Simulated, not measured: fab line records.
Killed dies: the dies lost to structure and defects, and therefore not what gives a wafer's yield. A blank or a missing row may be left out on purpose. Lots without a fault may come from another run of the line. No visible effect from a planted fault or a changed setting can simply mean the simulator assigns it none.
The tool behind it: which one? / flow n5 finfet / 27 wafers from 9 lots sampled at 6 of the route's 1938 steps

WHAT THE GAUGES READ, wafer by wafer
N5_FIN_CUT_CD_MEAS_08: target cd 29.1 nm. Usual: cd nm 29.11 nm, standard deviation 0.21.
lot=L547; measured=day 2 03:13; on=cd sem-03; cd nm (nm)=29.08 28.91 29.05; flag=
lot=L551; measured=day 3 04:02; on=cd sem-01; cd nm (nm)=28.79 28.98 29.33; flag=
lot=L558; measured=day 5 00:00; on=cd sem-03; cd nm (nm)=29.06 29.29 29.33; flag=
lot=L561; measured=day 5 16:10; on=cd sem-02; cd nm (nm)=29.02 29.01 29.16; flag=
lot=L564; measured=day 6 08:40; on=cd sem-01; cd nm (nm)=28.88 29.62 29.03; flag=
lot=L566; measured=day 6 21:55; on=cd sem-01; cd nm (nm)=29.04 29.24 29.04; flag=
lot=L568; measured=day 7 10:51; on=cd sem-02; cd nm (nm)=28.89 28.71 29.32; flag=
lot=L569; measured=day 7 17:37; on=cd sem-02; cd nm (nm)=28.98 28.78 29.23; flag=
lot=L570; measured=day 7 23:47; on=cd sem-03; cd nm (nm)=29.28 29.09 29.36; flag=

N5_STI_FIN_REVEAL_FIN_H_MEAS_10. Usual: trench depth nm 52.3 nm, standard deviation 0.88.
lot=L547; measured=day 2 12:56; on=ocd-01; trench depth nm (nm)=51.6 51.6 51.9; flag=
lot=L551; measured=day 3 13:57; on=ocd-01; trench depth nm (nm)=51.9 53.5 52.5; flag=
lot=L558; measured=day 5 14:49; on=ocd-02; trench depth nm (nm)=51.4 53.1 52.7; flag=
lot=L561; measured=day 6 03:35; on=ocd-01; trench depth nm (nm)=52.0 51.2 44.2; flag=OFF
lot=L564; measured=day 6 18:25; on=ocd-01; trench depth nm (nm)=50.5 53.5 51.4; flag=
lot=L566; measured=day 7 08:39; on=ocd-02; trench depth nm (nm)=53.4 53.0 52.8; flag=
lot=L568; measured=day 7 20:47; on=ocd-02; trench depth nm (nm)=51.3 51.9 53.3; flag=
lot=L569; measured=day 8 04:16; on=ocd-02; trench depth nm (nm)=52.4 53.9 53.3; flag=
lot=L570; measured=day 8 10:11; on=ocd-01; trench depth nm (nm)=52.7 52.5 53.1; flag=

N5_BEOL_M4_RC_MEAS_101. Usual: DIBL_N 35.4 mV/V, standard deviation 2.1; DIBL_P 34.8 mV/V, standard deviation 2.6; IOFF_N 0.15 nA/um, standard deviation 0.037; IOFF_N_85C 3.0 nA/um, standard deviation 0.61; IOFF_N_LIN 0.070 nA/um, standard deviation 0.014; IOFF_P 0.19 nA/um, standard deviation 0.037; IOFF_P_85C 3.3 nA/um, standard deviation 0.55; IOFF_P_LIN 0.093 nA/um, standard deviation 0.014; ION_N 677 uA/um, standard deviation 16; ION_P 462 uA/um, standard deviation 9.3; REXT_N 75.4 ohm.um, standard deviation 1.6; REXT_P 102.4 ohm.um, standard deviation 2.7; SS_N 71.4 mV/dec, standard deviation 0.75; SS_P 72.9 mV/dec, standard deviation 0.77; VT_N 250 mV, standard deviation 3.7; VT_P -251 mV, standard deviation 3.5.
lot=L547; measured=day 8 15:29; on=prober-01; DIBL_N (mV/V)=35.6 39.3 37.9; DIBL_P (mV/V)=34.3 38.9 37.1; IOFF_N (nA/um)=0.13 0.22 0.19; IOFF_N_85C (nA/um)=2.7 4.2 3.7; IOFF_N_LIN (nA/um)=0.063 0.092 0.082; IOFF_P (nA/um)=0.14 0.20 0.18; IOFF_P_85C (nA/um)=2.5 3.5 3.2; IOFF_P_LIN (nA/um)=0.070 0.091 0.086; ION_N (uA/um)=654 684 686; ION_P (uA/um)=441 455 455; REXT_N (ohm.um)=76.1 74.2 76.3; REXT_P (ohm.um)=103.6 100.5 102.6; SS_N (mV/dec)=71.5 73.0 72.5; SS_P (mV/dec)=72.4 73.8 73.3; VT_N (mV)=255 247 249; VT_P (mV)=-257 -256 -254; flag=
lot=L551; measured=day 9 08:56; on=prober-02; DIBL_N (mV/V)=39.0 32.9 37.2; DIBL_P (mV/V)=37.7 31.1 35.9; IOFF_N (nA/um)=0.24 0.12 0.20; IOFF_N_85C (nA/um)=4.3 2.4 3.8; IOFF_N_LIN (nA/um)=0.095 0.057 0.088; IOFF_P (nA/um)=0.23 0.15 0.21; IOFF_P_85C (nA/um)=4.0 2.7 3.7; IOFF_P_LIN (nA/um)=0.108 0.081 0.101; ION_N (uA/um)=679 672 688; ION_P (uA/um)=456 463 465; REXT_N (ohm.um)=74.9 72.8 72.8; REXT_P (ohm.um)=106.5 103.3 105.7; SS_N (mV/dec)=72.0 70.8 72.7; SS_P (mV/dec)=74.2 72.4 73.9; VT_N (mV)=245 255 245; VT_P (mV)=-248 -252 -248; flag=
lot=L558; measured=day 11 11:31; on=prober-02; DIBL_N (mV/V)=34.3 39.5 32.7; DIBL_P (mV/V)=34.2 41.3 31.6; IOFF_N (nA/um)=0.13 0.25 0.11; IOFF_N_85C (nA/um)=2.6 4.5 2.3; IOFF_N_LIN (nA/um)=0.064 0.110 0.055; IOFF_P (nA/um)=0.17 0.31 0.14; IOFF_P_85C (nA/um)=3.1 5.0 2.6; IOFF_P_LIN (nA/um)=0.089 0.138 0.079; ION_N (uA/um)=660 712 669; ION_P (uA/um)=454 480 457; REXT_N (ohm.um)=76.5 76.2 73.9; REXT_P (ohm.um)=105.8 105.3 105.6; SS_N (mV/dec)=71.3 72.6 70.9; SS_P (mV/dec)=71.9 74.3 72.1; VT_N (mV)=251 242 253; VT_P (mV)=-253 -243 -254; flag=
lot=L561; measured=day 11 15:32; on=prober-01; DIBL_N (mV/V)=33.4 32.9 87.4; DIBL_P (mV/V)=32.6 31.6 47.3; IOFF_N (nA/um)=0.11 0.10 10.93; IOFF_N_85C (nA/um)=2.4 2.1 107.4; IOFF_N_LIN (nA/um)=0.057 0.048 0.230; IOFF_P (nA/um)=0.17 0.15 1.47; IOFF_P_85C (nA/um)=3.1 2.8 18.6; IOFF_P_LIN (nA/um)=0.085 0.079 0.151; ION_N (uA/um)=661 643 597; ION_P (uA/um)=455 453 408; REXT_N (ohm.um)=75.5 74.4 81.5; REXT_P (ohm.um)=105.6 103.8 112.5; SS_N (mV/dec)=71.3 70.7 136.4; SS_P (mV/dec)=72.1 72.0 89.9; VT_N (mV)=254 260 252; VT_P (mV)=-250 -253 -248; flag=OFF
lot=L564; measured=day 12 05:58; on=prober-01; DIBL_N (mV/V)=33.1 32.3 33.5; DIBL_P (mV/V)=32.2 31.9 33.4; IOFF_N (nA/um)=0.11 0.11 0.13; IOFF_N_85C (nA/um)=2.3 2.3 2.6; IOFF_N_LIN (nA/um)=0.056 0.057 0.060; IOFF_P (nA/um)=0.15 0.15 0.16; IOFF_P_85C (nA/um)=2.7 2.8 3.0; IOFF_P_LIN (nA/um)=0.075 0.079 0.083; ION_N (uA/um)=662 682 668; ION_P (uA/um)=448 472 456; REXT_N (ohm.um)=76.8 76.5 77.5; REXT_P (ohm.um)=105.1 103.7 102.9; SS_N (mV/dec)=69.8 70.4 71.0; SS_P (mV/dec)=71.9 73.0 72.7; VT_N (mV)=252 253 251; VT_P (mV)=-255 -253 -251; flag=
lot=L566; measured=day 12 22:39; on=prober-01; DIBL_N (mV/V)=36.2 37.5 37.8; DIBL_P (mV/V)=36.9 38.8 38.8; IOFF_N (nA/um)=0.18 0.21 0.20; IOFF_N_85C (nA/um)=3.4 3.8 3.7; IOFF_N_LIN (nA/um)=0.083 0.092 0.087; IOFF_P (nA/um)=0.22 0.25 0.24; IOFF_P_85C (nA/um)=3.8 4.2 4.1; IOFF_P_LIN (nA/um)=0.103 0.114 0.112; ION_N (uA/um)=694 697 696; ION_P (uA/um)=472 472 471; REXT_N (ohm.um)=71.6 72.9 72.5; REXT_P (ohm.um)=101.6 101.5 103.3; SS_N (mV/dec)=72.3 72.2 72.2; SS_P (mV/dec)=72.9 73.3 73.0; VT_N (mV)=247 246 245; VT_P (mV)=-249 -249 -245; flag=
lot=L568; measured=day 13 15:49; on=prober-01; DIBL_N (mV/V)=40.6 38.2 36.6; DIBL_P (mV/V)=40.7 37.9 36.7; IOFF_N (nA/um)=0.28 0.23 0.18; IOFF_N_85C (nA/um)=5.1 4.3 3.5; IOFF_N_LIN (nA/um)=0.114 0.100 0.085; IOFF_P (nA/um)=0.31 0.25 0.22; IOFF_P_85C (nA/um)=5.1 4.2 3.8; IOFF_P_LIN (nA/um)=0.137 0.117 0.105; ION_N (uA/um)=709 708 702; ION_P (uA/um)=480 479 478; REXT_N (ohm.um)=72.4 73.6 73.3; REXT_P (ohm.um)=100.0 102.5 101.6; SS_N (mV/dec)=73.2 72.2 72.0; SS_P (mV/dec)=74.6 73.6 73.9; VT_N (mV)=241 244 246; VT_P (mV)=-246 -245 -247; flag=
lot=L569; measured=day 14 15:19; on=prober-01; DIBL_N (mV/V)=35.5 32.7 35.4; DIBL_P (mV/V)=35.0 31.9 36.6; IOFF_N (nA/um)=0.15 0.11 0.16; IOFF_N_85C (nA/um)=3.0 2.3 3.1; IOFF_N_LIN (nA/um)=0.070 0.057 0.078; IOFF_P (nA/um)=0.23 0.18 0.25; IOFF_P_85C (nA/um)=3.9 3.2 4.1; IOFF_P_LIN (nA/um)=0.114 0.099 0.120; ION_N (uA/um)=676 672 688; ION_P (uA/um)=468 472 474; REXT_N (ohm.um)=74.5 73.8 76.7; REXT_P (ohm.um)=100.4 100.5 104.1; SS_N (mV/dec)=71.7 70.3 71.5; SS_P (mV/dec)=73.1 71.7 72.9; VT_N (mV)=254 254 249; VT_P (mV)=-243 -247 -244; flag=
lot=L570; measured=day 14 14:02; on=prober-02; DIBL_N (mV/V)=38.0 36.1 36.0; DIBL_P (mV/V)=40.0 37.1 36.9; IOFF_N (nA/um)=0.22 0.18 0.17; IOFF_N_85C (nA/um)=4.2 3.6 3.4; IOFF_N_LIN (nA/um)=0.101 0.085 0.080; IOFF_P (nA/um)=0.26 0.23 0.21; IOFF_P_85C (nA/um)=4.4 3.9 3.6; IOFF_P_LIN (nA/um)=0.118 0.109 0.103; ION_N (uA/um)=710 701 689; ION_P (uA/um)=477 476 467; REXT_N (ohm.um)=75.4 75.4 75.5; REXT_P (ohm.um)=101.8 99.1 100.5; SS_N (mV/dec)=72.6 71.7 71.4; SS_P (mV/dec)=73.7 73.3 73.6; VT_N (mV)=242 247 246; VT_P (mV)=-247 -250 -250; flag=

EACH LOT AND THE TOOL THAT RAN IT (in order: tool; ch and the chambers of the sampled wafers; start)
lot=L547; N5_STI_FIN_REVEAL_ALD_14=ald sin-02 ch 0,1,3, day 2 04:20; N5_STI_FIN_REVEAL_ETCHBACK_08=rie diel-01 ch 1,3, day 2 09:55; N5_DUMMY_GATE_CMP_04=cmp-03 ch 1,3, day 2 17:17
lot=L551; N5_STI_FIN_REVEAL_ALD_14=ald sin-04 ch 0,1,3, day 3 05:14; N5_STI_FIN_REVEAL_ETCHBACK_08=rie diel-01 ch 0,1,2, day 3 10:53; N5_DUMMY_GATE_CMP_04=cmp-03 ch 0,2,3, day 3 19:48
lot=L558; N5_STI_FIN_REVEAL_ALD_14=ald sin-01 ch 0,1, day 5 06:09; N5_STI_FIN_REVEAL_ETCHBACK_08=rie diel-05 ch 0,1,2, day 5 11:50; N5_DUMMY_GATE_CMP_04=cmp-03 ch 2,3, day 5 18:50
lot=L561; N5_STI_FIN_REVEAL_ALD_14=ald sin-02 ch 1,3, day 5 17:32; N5_STI_FIN_REVEAL_ETCHBACK_08=rie diel-01 ch 1,2,3, day 5 23:54; N5_DUMMY_GATE_CMP_04=cmp-03 ch 2,3, day 6 09:29
lot=L564; N5_STI_FIN_REVEAL_ALD_14=ald sin-04 ch 0,1,3, day 6 09:47; N5_STI_FIN_REVEAL_ETCHBACK_08=rie diel-05 ch 0,3, day 6 15:22; N5_DUMMY_GATE_CMP_04=cmp-03 ch 0,1,3, day 7 00:28
lot=L566; N5_STI_FIN_REVEAL_ALD_14=ald sin-01 ch 0,2, day 6 23:50; N5_STI_FIN_REVEAL_ETCHBACK_08=rie diel-03 ch 0,1,3, day 7 05:41; N5_DUMMY_GATE_CMP_04=cmp-02 ch 0,2,3, day 7 12:51
lot=L568; N5_STI_FIN_REVEAL_ALD_14=ald sin-02 ch 0,1, day 7 12:07; N5_STI_FIN_REVEAL_ETCHBACK_08=rie diel-05 ch 0,2,3, day 7 17:50; N5_DUMMY_GATE_CMP_04=cmp-01 ch 0,2,3, day 8 00:55
lot=L569; N5_STI_FIN_REVEAL_ALD_14=ald sin-01 ch 0,2,3, day 7 19:41; N5_STI_FIN_REVEAL_ETCHBACK_08=rie diel-05 ch 0,1,2, day 8 01:16; N5_DUMMY_GATE_CMP_04=cmp-03 ch 0,1,2, day 8 08:22
lot=L570; N5_STI_FIN_REVEAL_ALD_14=ald sin-04 ch 0,3, day 8 01:34; N5_STI_FIN_REVEAL_ETCHBACK_08=rie diel-03 ch 0,2,3, day 8 07:14; N5_DUMMY_GATE_CMP_04=cmp-02 ch 0,1, day 8 14:43
- N5_STI_FIN_REVEAL_ALD_14: deposits Si3N4, target thk 3 nm.
- N5_STI_FIN_REVEAL_ETCHBACK_08: etches SiO2 in C4F6/O2, target depth 30.5 nm, time 10.167 s.
- N5_DUMMY_GATE_CMP_04: polishes a-Si.

WHAT THE TOOLS THEMSELVES READ (means of the sampled wafers that have a number; where no wafer has one, the mark that the record gives instead)
N5_STI_FIN_REVEAL_ALD_14. Usual: heater power w 814 W, standard deviation 74.
lot=L547; tool=ald sin-02; heater power w (W)=828; flag=
lot=L551; tool=ald sin-04; heater power w (W)=849; flag=
lot=L558; tool=ald sin-01; heater power w (W)=794; flag=
lot=L561; tool=ald sin-02; heater power w (W)=891; flag=
lot=L564; tool=ald sin-04; heater power w (W)=839; flag=
lot=L566; tool=ald sin-01; heater power w (W)=811; flag=
lot=L568; tool=ald sin-02; heater power w (W)=893; flag=
lot=L569; tool=ald sin-01; heater power w (W)=830; flag=
lot=L570; tool=ald sin-04; heater power w (W)=856; flag=

N5_STI_FIN_REVEAL_ETCHBACK_08. Usual: O2_flow_sccm 9.996 sccm, standard deviation 0.028; drypump motor current A 5.7 A, standard deviation 0.33; oes product au 0.80 a.u., standard deviation 0.1; rf vpp V 661 V, standard deviation 12; showerhead plenum p Torr 2.85 Torr, standard deviation 0.097; throttle valve pct 21.28 %, standard deviation 0.25.
lot=L547; tool=rie diel-01; O2_flow_sccm (sccm)=9.995; drypump motor current A (A)=5.6; oes product au (a.u.)=0.80; rf vpp V (V)=668; showerhead plenum p Torr (Torr)=2.90; throttle valve pct (%)=21.04; flag=
lot=L551; tool=rie diel-01; O2_flow_sccm (sccm)=9.980; drypump motor current A (A)=6.1; oes product au (a.u.)=0.80; rf vpp V (V)=660; showerhead plenum p Torr (Torr)=2.96; throttle valve pct (%)=21.28; flag=
lot=L558; tool=rie diel-05; O2_flow_sccm (sccm)=10.003; drypump motor current A (A)=5.8; oes product au (a.u.)=0.90; rf vpp V (V)=662; showerhead plenum p Torr (Torr)=2.85; throttle valve pct (%)=21.12; flag=
lot=L561; tool=rie diel-01; O2_flow_sccm (sccm)=10.014; drypump motor current A (A)=5.7; oes product au (a.u.)=0.72; rf vpp V (V)=654; showerhead plenum p Torr (Torr)=2.88; throttle valve pct (%)=21.28; flag=
lot=L564; tool=rie diel-05; O2_flow_sccm (sccm)=10.003; drypump motor current A (A)=5.6; oes product au (a.u.)=0.83; rf vpp V (V)=663; showerhead plenum p Torr (Torr)=2.79; throttle valve pct (%)=21.06; flag=
lot=L566; tool=rie diel-03; O2_flow_sccm (sccm)=10.006; drypump motor current A (A)=5.5; oes product au (a.u.)=0.77; rf vpp V (V)=668; showerhead plenum p Torr (Torr)=2.85; throttle valve pct (%)=21.38; flag=
lot=L568; tool=rie diel-05; O2_flow_sccm (sccm)=10.005; drypump motor current A (A)=5.6; oes product au (a.u.)=0.89; rf vpp V (V)=663; showerhead plenum p Torr (Torr)=2.79; throttle valve pct (%)=21.22; flag=
lot=L569; tool=rie diel-05; O2_flow_sccm (sccm)=9.982; drypump motor current A (A)=5.8; oes product au (a.u.)=0.86; rf vpp V (V)=662; showerhead plenum p Torr (Torr)=2.84; throttle valve pct (%)=21.15; flag=
lot=L570; tool=rie diel-03; O2_flow_sccm (sccm)=9.981; drypump motor current A (A)=5.6; oes product au (a.u.)=0.77; rf vpp V (V)=659; showerhead plenum p Torr (Torr)=2.86; throttle valve pct (%)=21.30; flag=

N5_DUMMY_GATE_CMP_04. Usual: motor current A 10.2 A, standard deviation 1.1; retaining ring pressure frac 1.000, standard deviation 0.0042; slurry filter dp kPa 13.50 kPa, standard deviation 0.13; time to endpoint s 12.2 s, standard deviation 2.9.
lot=L547; tool=cmp-03; motor current A (A)=10.4; retaining ring pressure frac=0.993; slurry filter dp kPa (kPa)=13.57; time to endpoint s (s)=9.5; flag=
lot=L551; tool=cmp-03; motor current A (A)=11.0; retaining ring pressure frac=0.998; slurry filter dp kPa (kPa)=13.61; time to endpoint s (s)=11.9; flag=
lot=L558; tool=cmp-03; motor current A (A)=9.8; retaining ring pressure frac=0.996; slurry filter dp kPa (kPa)=13.51; time to endpoint s (s)=8.1; flag=
lot=L561; tool=cmp-03; motor current A (A)=9.7; retaining ring pressure frac=1.001; slurry filter dp kPa (kPa)=13.53; time to endpoint s (s)=10.1; flag=
lot=L564; tool=cmp-03; motor current A (A)=10.7; retaining ring pressure frac=0.999; slurry filter dp kPa (kPa)=13.57; time to endpoint s (s)=10.9; flag=
lot=L566; tool=cmp-02; motor current A (A)=9.6; retaining ring pressure frac=1.001; slurry filter dp kPa (kPa)=13.43; time to endpoint s (s)=13.4; flag=
lot=L568; tool=cmp-01; motor current A (A)=9.5; retaining ring pressure frac=1.003; slurry filter dp kPa (kPa)=13.51; time to endpoint s (s)=12.3; flag=
lot=L569; tool=cmp-03; motor current A (A)=10.3; retaining ring pressure frac=0.996; slurry filter dp kPa (kPa)=13.55; time to endpoint s (s)=8.5; flag=
lot=L570; tool=cmp-02; motor current A (A)=9.3; retaining ring pressure frac=0.999; slurry filter dp kPa (kPa)=13.56; time to endpoint s (s)=15.2; flag=

THE ANSWER, worked out from the rows above alone
Rule: a lot is off if the mean of its wafers that have a number lies more than 3 standard deviations from the usual mean. Also off: a lot with no number at a reading for which 4 or more lots have one. Where the step has rows for the other lots, those lots are counted as sound. The gauges are gone through in route order, then the tools' own readings, and for those a lot's mean is taken as printed above. At the first step where some lot is off, the reading lying furthest off is the one used; lots without a number count as furthest.
Off at N5_STI_FIN_REVEAL_FIN_H_MEAS_10 (trench depth nm): L561.
A tool fits if, at a process step before that reading, it ran every lot that is off, and no sound lot after the first of them. Not tried: the gauges at N5_STI_FIN_REVEAL_FIN_H_MEAS_10; whatever is off there is also off at N5_BEOL_M4_RC_MEAS_101, on other tools, and gauge error can't account for it. One candidate fits, namely rie diel-01 at N5_STI_FIN_REVEAL_ETCHBACK_08. Its last sound lot is L551 (day 3 10:53), its first lot that is off L561 (day 5 23:54): a fault that began between those two fits.

WHAT THE SIMULATOR PUT IN
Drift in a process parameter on rie diel-01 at N5_STI_FIN_REVEAL_ETCHBACK_08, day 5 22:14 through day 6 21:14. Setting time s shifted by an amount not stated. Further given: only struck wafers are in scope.
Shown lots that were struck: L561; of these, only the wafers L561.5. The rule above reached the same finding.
